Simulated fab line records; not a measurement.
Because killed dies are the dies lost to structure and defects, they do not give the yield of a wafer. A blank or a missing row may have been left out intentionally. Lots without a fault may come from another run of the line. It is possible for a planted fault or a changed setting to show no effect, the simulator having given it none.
Chamber matching + flow nandHarc + NHARC_P_BONDPAD_DEP_00 on pecvd-02 has 3 sister chambers
The step deposits SiCN, target thk 250 nm. 6 wafers are shown with their chamber, then 7 later ones without.

## WAFERS PAIRED WITH THEIR CHAMBERS
| wafer  | chamber | heaterPowerW (W) |
|--------|---------|------------------|
| L075.5 | 0       | 498              |
| L082.5 | 1       | 490              |
| L084.4 | 0       | 583              |
| L084.6 | 1       | 521              |
| L087.3 | 2       | 681              |
| L087.5 | 2       | 685              |

## WAFERS MISSING THEIR CHAMBER
| wafer  | heaterPowerW (W) |
|--------|------------------|
| L087.6 | 584              |
| L093.1 | 608              |
| L093.3 | 508              |
| L093.6 | 621              |
| L094.2 | 588              |
| L094.3 | 563              |
| L094.4 | 596              |

## WHICH CHAMBER EACH WENT THROUGH
| wafer  | from the rows above          | in truth |
|--------|------------------------------|----------|
| L087.6 | can't be placed: 0 or 1 or 2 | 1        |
| L093.1 | can't be placed: 0 or 2 or 1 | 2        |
| L093.3 | can't be placed: 1 or 0      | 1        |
| L093.6 | can't be placed: 2 or 0 or 1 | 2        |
| L094.2 | can't be placed: 0 or 1 or 2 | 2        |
| L094.3 | can't be placed: 0 or 1      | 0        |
| L094.4 | can't be placed: 0 or 2 or 1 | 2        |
Placed correctly: 0 of 7. Unplaceable from these rows: 7, with the true chamber sitting among the candidates in 7. Number placed wrongly: 0.
How it was worked out, from the rows above alone: a wafer's distance from a chamber is the root of the sum, over the readings, of the square of ((its reading less the chamber's mean) divided by the reading's scatter). If the next closest chamber is less than 2 further off than the closest, the wafer can't be placed; otherwise it belongs to the closest. For every chamber, the mean is computed from those of its wafers that are shown. How the scatter is found: for the shown wafers, subtract from each reading the mean of its chamber, square and add these, divide the total by (wafers less chambers), then take the root.
